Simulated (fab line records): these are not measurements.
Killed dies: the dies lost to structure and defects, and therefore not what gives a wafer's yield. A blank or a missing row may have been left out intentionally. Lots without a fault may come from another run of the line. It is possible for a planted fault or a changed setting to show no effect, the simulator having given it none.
Matching of chambers | flow nand harc | NHARC_P_BONDPAD_DEP_00 on pecvd-01: 3 sister chambers
The step deposits SiCN, target thk 250 nm. 14 wafers are shown with their chamber, then 7 later ones without.

== WAFERS, EACH WITH ITS CHAMBER ==
wafer  | chamber | heater power w (W)
L076.1 | 0       | 583
L076.2 | 2       | 563
L076.3 | 1       | 717
L079.1 | 0       | 573
L079.3 | 2       | 563
L079.4 | 2       | 576
L085.1 | 2       | 614
L085.4 | 2       | 487
L085.6 | 1       | 600
L089.3 | 1       | 627
L089.5 | 0       | 530
L089.6 | 1       | 638
L094.1 | 2       | 549
L094.3 | 0       | 531

SIGNATURES, as means of the wafers listed above
reading        | chamber 0 | chamber 1 | chamber 2 | scatter within a chamber
heater power w | 554.25    | 645.50    | 558.67    | 41
Rule: a wafer lies at a distance from a chamber equal to the root of the sum of squares, over the readings, of (its reading less the chamber's mean, divided by the reading's scatter). If the next closest chamber is less than 2 further off than the closest, the wafer can't be placed; otherwise it belongs to the closest. How the scatter is found: for the shown wafers, subtract from each reading the mean of its chamber, square and add these, divide the total by (wafers less chambers), then take the root.

== WAFERS MISSING THEIR CHAMBER ==
wafer  | heater power w (W)
L094.5 | 553
L095.4 | 535
L095.5 | 626
L095.6 | 521
L097.1 | 569
L097.3 | 481
L097.5 | 502

== CHAMBER TAKEN BY EACH ==
wafer  | from the rows above          | in truth
L094.5 | can't be placed: 0 or 2      | 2
L095.4 | can't be placed: 0 or 2      | 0
L095.5 | can't be placed: 1 or 2 or 0 | 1
L095.6 | can't be placed: 0 or 2      | 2
L097.1 | can't be placed: 2 or 0 or 1 | 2
L097.3 | can't be placed: 0 or 2      | 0
L097.5 | can't be placed: 0 or 2      | 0
0 of 7 placed correctly. Cannot be placed on the basis of these rows: 7; the candidates contain the true chamber in 7. Wrongly placed: 0.
